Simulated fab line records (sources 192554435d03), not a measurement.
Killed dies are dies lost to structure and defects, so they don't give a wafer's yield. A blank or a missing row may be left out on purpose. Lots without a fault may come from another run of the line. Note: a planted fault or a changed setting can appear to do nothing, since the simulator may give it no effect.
Which tool did it? | flow n5_finfet | 72 wafers from 24 lots sampled at 4 of the route's 1938 steps

## WHAT EACH GAUGE READ, for each wafer
N5_BEOL_M10_INSPECT_58: inspects for defects (darkfield).
lot  | measured     | on                | raw_defect_count
L075 | day 10 15:27 | defect_inspect-02 | 62 68 61
L076 | day 10 18:32 | defect_inspect-02 | 134 88 62
L077 | day 10 18:50 | defect_inspect-02 | 73 47 72
L074 | day 11 06:35 | defect_inspect-01 | 119 81 108
L079 | day 11 09:52 | defect_inspect-02 | 67 71 43
L078 | day 11 10:41 | defect_inspect-01 | 79 111 79
L080 | day 11 14:53 | defect_inspect-01 | 57 64 93
L081 | day 11 20:13 | defect_inspect-01 | 50 45 39
L082 | day 12 04:42 | defect_inspect-01 | 47 56 49
L083 | day 12 15:56 | defect_inspect-02 | 106 56 102
L084 | day 12 23:56 | defect_inspect-02 | 70 41 67
L086 | day 13 08:00 | defect_inspect-02 | 66 50 72
L085 | day 13 09:13 | defect_inspect-02 | 115 92 88
L087 | day 13 16:33 | defect_inspect-01 | 44 43 81
L088 | day 14 00:19 | defect_inspect-02 | 57 94 60
L089 | day 14 02:28 | defect_inspect-01 | 141 151 85
L091 | day 14 08:14 | defect_inspect-01 | 69 40 39
L090 | day 14 18:37 | defect_inspect-02 | 43 62 63
L094 | day 14 20:54 | defect_inspect-02 | 58 70 93
L092 | day 14 21:04 | defect_inspect-01 | 64 58 42
L093 | day 15 02:22 | defect_inspect-02 | 88 82 56
L095 | day 15 09:55 | defect_inspect-01 | 87 68 61
L097 | day 16 00:16 | defect_inspect-02 | 70 84 75
L096 | day 16 00:38 | defect_inspect-01 | 62 77 49

N5_BEOL_M11_CD_MEAS_28: the cd target is 70 nm.
lot  | measured     | on        | cd_nm (nm)
L075 | day 10 20:53 | cd_sem-03 | 71.8 70.4 72.3
L076 | day 10 21:08 | cd_sem-02 | 69.0 70.6 70.7
L077 | day 10 21:18 | cd_sem-02 | 72.2 70.8 72.0
L074 | day 11 09:31 | cd_sem-02 | 71.1 69.9 70.3
L079 | day 11 16:29 | cd_sem-01 | 70.9 71.1 69.5
L078 | day 11 16:40 | cd_sem-02 | 69.2 70.7 71.8
L080 | day 11 18:31 | cd_sem-03 | 68.9 69.1 69.4
L081 | day 12 00:33 | cd_sem-03 | 70.8 68.6 68.5
L082 | day 12 07:52 | cd_sem-01 | 70.1 70.6 70.8
L083 | day 12 19:12 | cd_sem-01 | 68.8 69.4 71.6
L084 | day 13 04:34 | cd_sem-01 | 69.5 67.5 69.4
L086 | day 13 12:47 | cd_sem-03 | 67.5 67.1 67.7
L085 | day 13 12:37 | cd_sem-01 | 70.2 72.3 70.7
L087 | day 13 23:09 | cd_sem-01 | 69.9 69.9 70.2
L088 | day 14 03:28 | cd_sem-01 | 69.4 68.0 68.9
L089 | day 14 05:02 | cd_sem-03 | 69.8 70.1 70.2
L091 | day 14 11:32 | cd_sem-03 | 70.2 68.3 70.5
L090 | day 14 23:02 | cd_sem-01 | 70.6 68.5 68.6
L094 | day 15 01:20 | cd_sem-02 | 69.5 71.1 70.5
L092 | day 15 00:28 | cd_sem-02 | 69.7 67.9 68.9
L093 | day 15 10:29 | cd_sem-01 | 67.6 69.7 67.9
L095 | day 15 12:32 | cd_sem-01 | 69.1 69.7 71.5
L097 | day 16 03:59 | cd_sem-01 | 72.4 70.2 71.4
L096 | day 16 04:08 | cd_sem-02 | 69.8 70.0 69.3

## WHAT TOOL EACH LOT RAN ON (gives the tool, then ch and the chambers of the sampled wafers, and finally the start)
lot  | N5_BEOL_M11_DESCUM_16              | N5_BEOL_M11_HM_OPEN_17
L075 | rie_diel-02 ch 2,3, day 10 18:36   | rie_metal-01 ch 0,1, day 10 18:52
L076 | rie_diel-02 ch 1,3, day 10 20:12   | rie_metal-01 ch 0,1, day 10 20:31
L077 | rie_diel-01 ch 0,1,2, day 10 20:17 | rie_metal-02 ch 0, day 10 20:33
L074 | rie_diel-04 ch 0,1,2, day 11 08:28 | rie_metal-01 ch 0,1, day 11 08:44
L079 | rie_diel-04 ch 1,3, day 11 13:59   | rie_metal-01 ch 1, day 11 14:15
L078 | rie_diel-02 ch 2,3, day 11 14:20   | rie_metal-02 ch 0,1, day 11 14:38
L080 | rie_diel-04 ch 1,2, day 11 17:37   | rie_metal-01 ch 0,1, day 11 17:54
L081 | rie_diel-04 ch 0,2,3, day 11 22:17 | rie_metal-02 ch 0, day 11 22:33
L082 | rie_diel-02 ch 1,2,3, day 12 07:01 | rie_metal-02 ch 0,1, day 12 07:17
L083 | rie_diel-01 ch 0,1,3, day 12 18:11 | rie_metal-03 ch 0,1, day 12 18:27
L084 | rie_diel-04 ch 0,2,3, day 13 01:38 | rie_metal-02 ch 0,1, day 13 01:54
L086 | rie_diel-02 ch 1,2,3, day 13 10:50 | rie_metal-03 ch 0,1, day 13 11:07
L085 | rie_diel-04 ch 1,3, day 13 10:55   | rie_metal-01 ch 0, day 13 11:13
L087 | rie_diel-02 ch 1,2, day 13 20:29   | rie_metal-03 ch 0,1, day 13 20:45
L088 | rie_diel-02 ch 1,2,3, day 14 02:35 | rie_metal-01 ch 0,1, day 14 02:53
L089 | rie_diel-04 ch 0,1, day 14 04:08   | rie_metal-03 ch 0,1, day 14 04:25
L091 | rie_diel-02 ch 0,1,2, day 14 10:16 | rie_metal-01 ch 0,1, day 14 10:32
L090 | rie_diel-01 ch 1,2,3, day 14 20:25 | rie_metal-02 ch 0,1, day 14 20:41
L094 | rie_diel-04 ch 0,2, day 14 23:15   | rie_metal-01 ch 0,1, day 14 23:31
L092 | rie_diel-01 ch 0,3, day 14 23:15   | rie_metal-02 ch 0,1, day 14 23:32
L093 | rie_diel-04 ch 0,3, day 15 05:52   | rie_metal-03 ch 1, day 15 06:10
L095 | rie_diel-04 ch 0,1,2, day 15 11:35 | rie_metal-01 ch 0,1, day 15 11:52
L097 | rie_diel-02 ch 1,2,3, day 16 02:16 | rie_metal-03 ch 0,1, day 16 02:34
L096 | rie_diel-02 ch 1,3, day 16 02:53   | rie_metal-02 ch 0,1, day 16 03:10
- N5_BEOL_M11_DESCUM_16: chemistry O2, time 7.9 s.
- N5_BEOL_M11_HM_OPEN_17: chemistry Cl2/BCl3, target TiN, target depth 20 nm, overetch 6 nm.

## AS READ BY THE TOOLS THEMSELVES (means over the sampled wafers that have a number; for cases with no such wafer, the mark the record gives instead)
N5_BEOL_M11_DESCUM_16.
lot  | tool        | drypump_motor_current_A (A) | oes_product_au (a.u.) | rf_vpp_V (V) | showerhead_plenum_p_Torr (Torr) | throttle_valve_pct (%)
L075 | rie_diel-02 | 6.1                         | 0.81                  | 244.7        | 2.18                            | 20.48
L076 | rie_diel-02 | 5.6                         | 0.72                  | 242.9        | 2.07                            | 20.41
L077 | rie_diel-01 | 6.1                         | 0.84                  | 242.9        | 2.06                            | 20.27
L074 | rie_diel-04 | 5.6                         | 0.76                  | 243.2        | 2.11                            | 20.51
L079 | rie_diel-04 | 5.6                         | 0.82                  | 242.7        | 2.11                            | 20.52
L078 | rie_diel-02 | 6.1                         | 0.80                  | 243.9        | 2.18                            | 20.48
L080 | rie_diel-04 | 5.2                         | 0.81                  | 242.7        | 2.11                            | 20.58
L081 | rie_diel-04 | 6.1                         | 0.74                  | 242.5        | 2.06                            | 20.40
L082 | rie_diel-02 | 5.8                         | 0.75                  | 244.2        | 2.12                            | 20.45
L083 | rie_diel-01 | 5.9                         | 0.81                  | 243.4        | 2.08                            | 20.39
L084 | rie_diel-04 | 6.2                         | 0.72                  | 243.3        | 2.05                            | 20.41
L086 | rie_diel-02 | 5.9                         | 0.74                  | 243.3        | 2.12                            | 20.46
L085 | rie_diel-04 | 5.5                         | 0.79                  | 243.3        | 2.10                            | 20.55
L087 | rie_diel-02 | 5.7                         | 0.76                  | 243.6        | 2.10                            | 20.18
L088 | rie_diel-02 | 5.8                         | 0.75                  | 243.0        | 2.12                            | 20.47
L089 | rie_diel-04 | 5.7                         | 0.73                  | 243.6        | 2.14                            | 20.56
L091 | rie_diel-02 | 5.7                         | 0.81                  | 244.2        | 2.12                            | 20.28
L090 | rie_diel-01 | 6.5                         | 0.76                  | 243.0        | 2.07                            | 20.37
L094 | rie_diel-04 | 6.0                         | 0.70                  | 242.1        | 2.09                            | 20.51
L092 | rie_diel-01 | 5.9                         | 0.74                  | 242.4        | 2.07                            | 20.31
L093 | rie_diel-04 | 6.4                         | 0.73                  | 243.2        | 2.05                            | 20.40
L095 | rie_diel-04 | 5.6                         | 0.73                  | 243.1        | 2.10                            | 20.56
L097 | rie_diel-02 | 5.9                         | 0.73                  | 244.3        | 2.11                            | 20.50
L096 | rie_diel-02 | 5.6                         | 0.69                  | 242.4        | 2.05                            | 20.47

N5_BEOL_M11_HM_OPEN_17.
lot  | tool         | drypump_motor_current_A (A) | mfc_ar_sccm (sccm) | oes_product_au (a.u.) | throttle_valve_pct (%)
L075 | rie_metal-01 | 5.49                        | 24.97              | 0.63                  | 22.1
L076 | rie_metal-01 | 5.70                        | 25.03              | 0.65                  | 21.9
L077 | rie_metal-02 | 5.99                        | 25.05              | 0.74                  | 21.9
L074 | rie_metal-01 | 5.72                        | 25.12              | 0.65                  | 21.9
L079 | rie_metal-01 | 5.23                        | 24.96              | 0.61                  | 22.2
L078 | rie_metal-02 | 5.92                        | 25.02              | 0.68                  | 22.5
L080 | rie_metal-01 | 5.48                        | 25.09              | 0.63                  | 22.0
L081 | rie_metal-02 | 6.00                        | 25.06              | 0.73                  | 21.9
L082 | rie_metal-02 | 5.92                        | 24.90              | 0.68                  | 22.5
L083 | rie_metal-03 | 5.81                        | 25.08              | 0.65                  | 22.2
L084 | rie_metal-02 | 5.96                        | 24.99              | 0.70                  | 22.2
L086 | rie_metal-03 | 5.81                        | 24.94              | 0.64                  | 22.2
L085 | rie_metal-01 | 5.95                        | 24.98              | 0.65                  | 21.8
L087 | rie_metal-03 | 5.81                        | 24.94              | 0.65                  | 22.2
L088 | rie_metal-01 | 5.72                        | 24.95              | 0.64                  | 21.9
L089 | rie_metal-03 | 5.82                        | 24.99              | 0.65                  | 22.2
L091 | rie_metal-01 | 5.49                        | 24.99              | 0.62                  | 22.0
L090 | rie_metal-02 | 5.97                        | 25.03              | 0.69                  | 22.2
L094 | rie_metal-01 | 5.46                        | 25.05              | 0.61                  | 22.1
L092 | rie_metal-02 | 5.92                        | 25.02              | 0.67                  | 22.5
L093 | rie_metal-03 | 5.83                        | 25.01              | 0.66                  | 22.3
L095 | rie_metal-01 | 5.70                        | 25.07              | 0.63                  | 21.9
L097 | rie_metal-03 | 5.80                        | 24.98              | 0.64                  | 22.1
L096 | rie_metal-02 | 5.91                        | 25.01              | 0.66                  | 22.6

## THE ANSWER, worked out from the rows above alone
Rule: the lots themselves supply what counts as usual. Put in order of their means at a reading, lots are off if they are a third of the lots or fewer, leave a main group of 4 or more, and stand apart from it by a gap of 3 or more times the standard deviation of the main group's means; of several such gaps the widest counts. Not used: any main group whose means are identical at the precision the tables above print for the reading. Also off: a lot with no number at a reading for which 4 or more lots have one. Where the step has rows for the other lots, those lots are counted as sound. First the gauges in route order, then the tools' own readings, where a lot's mean is used as printed above. At the first step where some lot is off, the reading lying furthest off is the one used; lots without a number count as furthest.
No lot is off at any reading shown: from this, nothing can be told.

## WHAT HAD BEEN PUT IN BY THE SIMULATOR
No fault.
